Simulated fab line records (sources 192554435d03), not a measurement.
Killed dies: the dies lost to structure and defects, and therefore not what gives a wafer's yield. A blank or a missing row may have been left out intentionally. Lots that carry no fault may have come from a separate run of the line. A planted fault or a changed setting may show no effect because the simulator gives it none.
Split-lot experiment | flow n5 finfet | 7 lots, 21 wafers read, on a route of 1938 steps

ABOUT THE SPLIT
At N5_FIN_SAQP_SPACER1_ALD_24 (deposits SiO2, target thk 20.3 nm, pulse time 1 s, purge time 2 s), the setting ald cycles was moved away from the recipe's 218 on 9 of the 21 wafers read, by -14.7% to +12.4%. This setting was run at the recipe's value on the other wafers.

FROM THE SPLIT TO THE READING: what the file shows between them, 2 steps
- N5_FIN_SAQP_SPACER1_ETCHBACK_25: etches SiO2 in CHF3/O2, target depth 24.4 nm, time 12.2 s
- N5_FIN_SAQP_MANDREL1_REMOVE_56: chemistry HBr/Cl2/O2, target a-Si, stops on SiNx, bt time 10 s

THE READING
Shown in nm: cd nm at N5_FIN_SAQP_CD_MEAS_27, with target cd 20 nm. Typical for fault-free wafers on this fab line: 20.32 nm, with standard deviation 0.22 nm.

wafer  | tool, chamber at the split | ald cycles as run | against the recipe | cd nm, nm | against lot-mates on the recipe
L076.3 | ald sin-04, 0,2            | 218               | recipe             | 19.97     | -
L076.4 | ald sin-04, 0,2            | 218               | recipe             | 20.18     | -
L076.6 | ald sin-04, 2              | 218               | recipe             | 20.60     | -
L077.3 | ald sin-02, 0              | 245               | +12.4%             | 22.95     | +2.45
L077.5 | ald sin-02, 0,3            | 218               | recipe             | 20.49     | -
L077.6 | ald sin-02, 0,3            | 218               | recipe             | 20.51     | -
L078.4 | ald sin-04, 0,1            | 218               | recipe             | 20.39     | -
L078.5 | ald sin-04, 0,1            | 218               | recipe             | 20.06     | -
L078.6 | ald sin-04, 2              | 218               | recipe             | 19.95     | -
L082.2 | ald sin-01, 3,0            | 187               | -14.2%             | 17.58     | -2.94
L082.4 | ald sin-01, 2              | 218               | recipe             | 20.52     | -
L082.6 | ald sin-01, 3,0            | 187               | -14.2%             | 17.54     | -2.98
L083.3 | ald sin-04, 3              | 218               | recipe             | 19.96     | -
L083.5 | ald sin-04, 0              | 243               | +11.5%             | 22.79     | +2.65
L083.6 | ald sin-04, 3              | 218               | recipe             | 20.32     | -
L090.3 | ald sin-01, 2,1            | 202               | -7.3%              | 19.03     | no lot-mate on the recipe
L090.4 | ald sin-01, 3              | 202               | -7.3%              | 19.04     | no lot-mate on the recipe
L090.6 | ald sin-01, 2,1            | 202               | -7.3%              | 18.44     | no lot-mate on the recipe
L094.2 | ald sin-04, 0,2            | 186               | -14.7%             | 16.79     | -3.24
L094.3 | ald sin-04, 0,2            | 186               | -14.7%             | 17.13     | -2.90
L094.4 | ald sin-04, 1              | 218               | recipe             | 20.03     | -
If several chambers appear in one row, that row covers several wafers at once and the file leaves open which wafer was in which chamber.

FIT RESULTS
A straight line over all 21 wafers: cd nm changes by +0.21 nm for each +1% of ald cycles; r = +0.99; the points scatter about the line by 0.26 nm.
The same after taking each lot's own level away (the mean of its wafers on the recipe; 18 wafers): +0.21 nm for each +1%; r = +0.99; scatter 0.18 nm.
On that fit, the largest move of ald cycles shifts the reading by 3.1 nm.
Measured against the standard deviation above, the lots' own levels, which go from 20.030 to 20.520 nm, span 2.2 times it.
Hence the lot-to-lot level has little effect on the slope; both slopes agree.
Check: for one of the wafers moved furthest among these (-14.7%), held out of the fit, the line's prediction against its lot-mates is -3.03 nm. Against them it came out at -3.24 nm.

OTHER SPLITS APPLIED TO THESE WAFERS
Note: prior to the reading, these wafers also went through further splits. Each is held against what the fit with the lots' levels taken away leaves over:
other split on the same wafers        | wafers away from the commonest value | r with cd nm (lot level and that fit taken away)
N5_WELL_APT_COAT_02 spin rpm          | 5                                    | -0.08
N5_FIN_SAQP_PEB_14 peb time s         | 6                                    | +0.06
N5_FIN_SAQP_DEVELOP_15 develop time s | 8                                    | +0.06

THE WHOLE CHAIN: every reading that the file lists as answering this split, in the file's order
step                           | what it does                                                      | reading                                                                                 | change (the file's fit)               | r (the file's)
N5_FIN_SAQP_SPACER1_ALD_24     | deposits SiO2, target thk 20.3 nm, pulse time 1 s, purge time 2 s | SiO2_of_FIN_SAQP_SPACER1_ALD_24.thk nm (the simulator's own value, which no gauge read) | +0.201 nm for each +1% of the setting | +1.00
N5_FIN_SAQP_MANDREL1_REMOVE_56 | chemistry HBr/Cl2/O2, target a-Si, stops on SiNx, bt time 10 s    | FIN_SAQP.cd nm (the simulator's own value, which no gauge read)                         | +0.201 nm for each +1% of the setting | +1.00
N5_FIN_SAQP_CD_MEAS_27         | target cd 20 nm                                                   | cd nm                                                                                   | +0.21 nm for each +1% of the setting  | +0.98

THE FILE'S OWN FIT
cd nm changes by +0.21 nm for each +1% of ald cycles, r = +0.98.
